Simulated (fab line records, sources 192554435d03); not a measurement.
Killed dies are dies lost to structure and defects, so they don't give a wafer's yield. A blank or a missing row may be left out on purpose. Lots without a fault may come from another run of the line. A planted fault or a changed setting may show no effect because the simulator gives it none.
One fault seen from 2 desks | flow n5_finfet | each desk has only its own numbers; what lay behind them comes last

THE METROLOGY DESK
What the gauges read, lot by lot, whatever tool the lot ran on: means of the sampled wafers that have a number. A lot is out of limits, marked OUT, if its mean lies more than 4 standard deviations from the usual mean; the brackets give that distance. Of its 10 readings 7 are shown: those that lie furthest out on some lot.
Columns: A = DIBL_N at N5_BEOL_M4_RC_MEAS_101, usual 36.2 mV/V; B = DIBL_P at N5_BEOL_M4_RC_MEAS_101, usual 36.4 mV/V; C = IOFF_P at N5_BEOL_M4_RC_MEAS_101, usual 0.21 nA/um; D = ION_P at N5_BEOL_M4_RC_MEAS_101, usual 465 uA/um; E = SS_P at N5_BEOL_M4_RC_MEAS_101, usual 73.2 mV/dec; F = VT_N at N5_BEOL_M4_RC_MEAS_101, usual 249 mV; G = VT_P at N5_BEOL_M4_RC_MEAS_101, usual -250 mV
lot  | first seen here | A    | B    | C    | D   | E    | F   | G
L282 | day 7 23:44     | 35.7 | 35.8 | 0.22 | 463 | 72.9 | 249 | -249
L293 | day 11 07:05    | 36.8 | 37.5 | 0.25 | 480 | 73.7 | 249 | -247
L295 | day 11 14:30    | 35.0 | 33.9 | 0.20 | 470 | 72.7 | 252 | -250
L296 | day 11 18:48    | 35.4 | 36.1 | 0.21 | 464 | 73.1 | 247 | -251
This desk's finding: nothing out of limits on any of the 4 lots.

THE TOOL OWNER'S DESK: rie_diel-06
The tool's own readings at N5_FIN_CUT_CUT_ETCH_26 (etches SiNx in CH3F/O2, target depth 39 nm, time 55.7 s): means of the sampled wafers that have a number, for each lot that ran on this tool. A lot is out of limits, marked OUT, if its mean lies more than 4 standard deviations from the usual mean; the brackets give that distance.
Columns: A = drypump_motor_current_A at N5_FIN_CUT_CUT_ETCH_26, usual 5.5 A; B = oes_ar_750_au at N5_FIN_CUT_CUT_ETCH_26, usual 0.80 a.u.; C = oes_product_au at N5_FIN_CUT_CUT_ETCH_26, usual 0.80 a.u.; D = rf_fwd_power_W at N5_FIN_CUT_CUT_ETCH_26, usual 391.5 W; E = rf_vpp_V at N5_FIN_CUT_CUT_ETCH_26, usual 297 V; F = showerhead_plenum_p_Torr at N5_FIN_CUT_CUT_ETCH_26, usual 2.00 Torr; G = throttle_valve_pct at N5_FIN_CUT_CUT_ETCH_26, usual 16.41 %
lot  | first seen here | A   | B    | C    | D               | E   | F    | G
L282 | day 2 10:38     | 5.8 | 0.78 | 0.77 | 390.3           | 296 | 1.98 | 16.60
L295 | day 5 17:57     | 5.7 | 0.85 | 0.83 | 422.8 (+22) OUT | 289 | 2.10 | 16.28
L296 | day 6 00:08     | 5.8 | 0.88 | 0.86 | 422.7 (+22) OUT | 290 | 2.11 | 16.39
This desk's finding: out of limits on L295, L296; first on L295, day 5 17:57 (rf_fwd_power_W at N5_FIN_CUT_CUT_ETCH_26). In limits: L282.

PUT TOGETHER
The tool owner's desk could have raised an alarm at day 5 17:57, on L295, L296.
The metrology desk saw nothing out of limits.
The metrology desk has L295, L296 on record, within its limits.
Of the lots named, all ran N5_FIN_CUT_CUT_ETCH_26 on rie_diel-06.

WHAT THE SIMULATOR HAD PUT IN
Process parameter drift: rie_diel-06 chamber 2, from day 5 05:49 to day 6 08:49, at N5_FIN_CUT_CUT_ETCH_26. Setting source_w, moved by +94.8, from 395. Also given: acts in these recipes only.
Lots struck among those shown: L295, L296.
Hours from the fault's start to each desk's first reading out of limits: the tool owner's desk, 12.
